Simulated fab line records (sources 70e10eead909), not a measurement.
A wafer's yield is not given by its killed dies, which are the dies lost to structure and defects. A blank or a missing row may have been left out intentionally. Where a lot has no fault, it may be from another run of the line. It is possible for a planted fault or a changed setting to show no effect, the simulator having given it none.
Which tool was responsible? | flow nandHarc | 36 wafers from 12 lots sampled at 2 of the route's 1159 steps

## WHAT THE GAUGES READ, wafer by wafer
NHARC_A_SOURCE_PLATE_INSPECT_08. Usual: rawDefectCount reads 62 (standard deviation 23).
lot  | measured     | on               | rawDefectCount | flag
L340 | day 7 14:13  | defectInspect-01 | 43 39 23       | 
L341 | day 7 23:36  | defectInspect-02 | 40 123 60      | 
L342 | day 7 23:36  | defectInspect-01 | 134 88 54      | 
L343 | day 8 09:23  | defectInspect-02 | 55 116 49      | 
L353 | day 10 15:01 | defectInspect-01 | 50 42 33       | 
L351 | day 11 12:26 | defectInspect-02 | 66 55 97       | 
L354 | day 11 12:26 | defectInspect-01 | 41 101 60      | 
L355 | day 11 20:08 | defectInspect-02 | 53 35 37       | 
L357 | day 11 20:08 | defectInspect-01 | 67 80 63       | 
L356 | day 11 20:10 | defectInspect-02 | 75 61 48       | 
L361 | day 12 20:29 | defectInspect-01 | 83 67 64       | 
L363 | day 13 07:08 | defectInspect-01 | 44 39 67       | 

NHARC_A_ONON_D1_INSPECT_32. Usual: rawDefectCount reads 74 (standard deviation 26).
lot  | measured     | on               | rawDefectCount | flag
L340 | day 8 03:10  | defectInspect-02 | 50 45 32       | 
L341 | day 8 13:25  | defectInspect-02 | 46 127 67      | 
L342 | day 8 13:10  | defectInspect-01 | 137 89 67      | 
L343 | day 9 00:31  | defectInspect-01 | 95 131 57      | 
L353 | day 11 03:48 | defectInspect-01 | 62 57 42       | 
L351 | day 12 03:31 | defectInspect-01 | 76 61 105      | 
L354 | day 12 03:35 | defectInspect-02 | 50 110 67      | 
L355 | day 12 11:44 | defectInspect-02 | 64 47 41       | 
L357 | day 12 11:26 | defectInspect-01 | 72 85 68       | 
L356 | day 12 11:25 | defectInspect-02 | 81 61 46       | 
L361 | day 13 09:47 | defectInspect-02 | 94 75 75       | 
L363 | day 13 20:29 | defectInspect-01 | 54 44 89       | 

## TOOL THAT RAN EACH LOT (tool first, then ch and the chambers of the sampled wafers, then the start)
The record holds no process step before these readings.

## AS READ BY THE TOOLS THEMSELVES (means over the sampled wafers that have a number; for cases with no such wafer, the mark the record gives instead)
The record holds no such reading with a usual standard deviation.

## THE ANSWER, worked out from the rows above alone
Rule: take the mean of a lot's wafers that have a number; if it is more than 3 standard deviations from the usual mean, the lot is off. Also off: a lot with no number at a reading for which 4 or more lots have one. Where the step has rows for the other lots, those lots are counted as sound. First the gauges in route order, then the tools' own readings, where a lot's mean is used as printed above. At the first step where some lot is off, the reading lying furthest off is the one used; lots without a number count as furthest.
No lot is off at any reading shown: from this, nothing can be told.

## WHAT HAD BEEN PUT IN BY THE SIMULATOR
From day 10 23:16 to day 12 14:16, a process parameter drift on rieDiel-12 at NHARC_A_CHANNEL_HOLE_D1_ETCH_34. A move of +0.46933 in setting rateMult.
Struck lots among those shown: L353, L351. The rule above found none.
